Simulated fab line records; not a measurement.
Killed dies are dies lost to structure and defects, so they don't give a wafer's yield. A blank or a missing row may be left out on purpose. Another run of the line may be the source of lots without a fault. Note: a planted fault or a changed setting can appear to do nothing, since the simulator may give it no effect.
Matching of chambers ; flow n5Finfet ; rieDiel-05 running N5_BEOL_M0_SAQP_ETCH_73: 4 sister chambers
The step etches SiARC in CF4, target depth 19.5 nm, time 32.5 s. 18 wafers are shown with their chamber, then 9 later ones without.

## WAFERS PAIRED WITH THEIR CHAMBERS
wafer;chamber;showerheadPlenumPTorr (Torr);oesProductAu (a.u.);throttleValvePct (%)
L075.1;3;2.06;0.64;15.76
L075.2;1;2.13;0.59;15.71
L075.4;0;2.12;0.60;16.01
L076.1;2;2.28;0.76;15.65
L076.3;1;2.13;0.59;15.71
L076.5;2;2.27;0.76;15.64
L077.2;3;2.06;0.65;15.77
L077.3;0;2.12;0.61;16.01
L077.4;1;2.13;0.59;15.69
L079.1;0;2.12;0.60;16.05
L079.2;3;2.06;0.65;15.78
L079.4;1;2.12;0.60;15.72
L080.2;0;2.12;0.60;16.04
L080.4;1;2.12;0.59;15.71
L080.5;0;2.12;0.60;16.04
L081.1;2;2.27;0.76;15.68
L081.5;2;2.27;0.77;15.65
L081.6;3;2.06;0.64;15.78

SIGNATURES (averages over the wafers above)
reading;chamber 0;chamber 1;chamber 2;chamber 3;scatter within a chamber
showerheadPlenumPTorr;2.1200;2.1260;2.2725;2.0600;0.00373
oesProductAu;0.6020;0.5920;0.7625;0.6450;0.00489
throttleValvePct;16.0300;15.7080;15.6550;15.7725;0.0148
Rule: for a wafer and a chamber, the distance is found by dividing, reading by reading, the gap between the wafer's reading and the chamber's mean by the reading's scatter, squaring, summing and taking the root. The wafer belongs to the nearest chamber; if the next one is less than 2 further off, it can't be placed. How the scatter is found: for the shown wafers, subtract from each reading the mean of its chamber, square and add these, divide the total by (wafers less chambers), then take the root.

## WAFERS WITHOUT THEIR CHAMBER
wafer;showerheadPlenumPTorr (Torr);oesProductAu (a.u.);throttleValvePct (%)
L084.1;2.27;0.75;15.67
L084.2;2.12;0.58;15.74
L084.3;2.12;0.58;16.05
L093.1;2.11;0.59;16.07
L093.3;2.05;0.63;15.85
L093.4;2.11;0.58;16.07
L094.2;2.12;0.83;15.26
L094.3;2.11;0.58;16.11
L094.6;2.11;0.57;16.10

## WHICH CHAMBER EACH ONE RAN IN
wafer;from the rows above;in truth
L084.1;2;2
L084.2;1;1
L084.3;0;0
L093.1;0;0
L093.3;3;3
L093.4;0;0
L094.2;2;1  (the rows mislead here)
L094.3;0;0
L094.6;0;0
Correct placement for 8 of the 9. Number that these rows cannot place: 0. Placed wrongly: 1.
